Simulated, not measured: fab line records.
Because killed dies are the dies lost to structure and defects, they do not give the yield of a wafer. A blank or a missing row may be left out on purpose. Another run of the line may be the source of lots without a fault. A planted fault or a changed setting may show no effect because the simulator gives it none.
Which of the tools did it? + flow n5 finfet + route of 1938 steps, sampled at 1 step: 19 lots, 57 wafers

WHAT EACH GAUGE READ, for each wafer
N5_WELL_APT_CD_MEAS_25 targets a cd of 200 nm.
| lot  | measured    | on        | cd nm (nm)        |
|------|-------------|-----------|-------------------|
| L075 | day 1 21:41 | cd sem-02 | 200.4 202.2 200.7 |
| L076 | day 2 02:52 | cd sem-01 | 203.4 203.5 202.6 |
| L077 | day 2 09:14 | cd sem-01 | 201.7 199.9 201.4 |
| L078 | day 2 15:23 | cd sem-02 | 197.6 198.1 197.2 |
| L079 | day 2 20:50 | cd sem-02 | 200.5 198.9 197.6 |
| L081 | day 3 09:02 | cd sem-01 | 199.2 199.0 197.5 |
| L082 | day 3 15:04 | cd sem-01 | 201.1 201.0 200.4 |
| L083 | day 3 21:14 | cd sem-01 | 201.6 199.8 200.4 |
| L084 | day 4 03:12 | cd sem-03 | 200.1 200.6 201.3 |
| L085 | day 4 08:49 | cd sem-02 | 199.4 199.0 203.4 |
| L087 | day 4 21:22 | cd sem-02 | 199.4 202.4 202.1 |
| L089 | day 5 09:02 | cd sem-03 | 198.0 202.7 200.7 |
| L090 | day 5 14:57 | cd sem-02 | 200.4 200.9 198.2 |
| L091 | day 5 21:10 | cd sem-02 | 201.7 203.4 206.0 |
| L092 | day 6 03:20 | cd sem-03 | 199.0 199.7 198.5 |
| L094 | day 6 14:56 | cd sem-02 | 202.0 203.9 198.2 |
| L095 | day 6 20:45 | cd sem-01 | 199.8 199.7 199.7 |
| L096 | day 7 02:50 | cd sem-02 | 202.2 200.0 199.1 |
| L097 | day 7 09:23 | cd sem-02 | 199.7 203.0 199.4 |

WHAT TOOL EACH LOT RAN ON (gives the tool, then ch and the chambers of the sampled wafers, and finally the start)
Before these readings, the record contains no process step.

WHAT THE TOOLS THEMSELVES READ (means of the sampled wafers that have a number; where no wafer has one, the mark that the record gives instead)
The record holds no such reading with a usual standard deviation.

THE ANSWER, worked out from the rows above alone
Rule: the lots themselves supply what counts as usual. Put in order of their means at a reading, lots are off if they are a third of the lots or fewer, leave a main group of 4 or more, and stand apart from it by a gap of 3 or more times the standard deviation of the main group's means; of several such gaps the widest counts. A main group is skipped when, at the precision printed for the reading in the tables above, its means are all equal. A lot without any number at a reading at which 4 lots or more have one is off too. Where the step has rows for the other lots, those lots are counted as sound. The gauges are gone through in route order, then the tools' own readings, and for those a lot's mean is taken as printed above. The first step at which some lot is off is used, and at that step the reading that is off furthest; a lot without a number counts as furthest.
Nothing can be told from this: no lot is off at any reading shown.

WHAT THE SIMULATOR PUT IN
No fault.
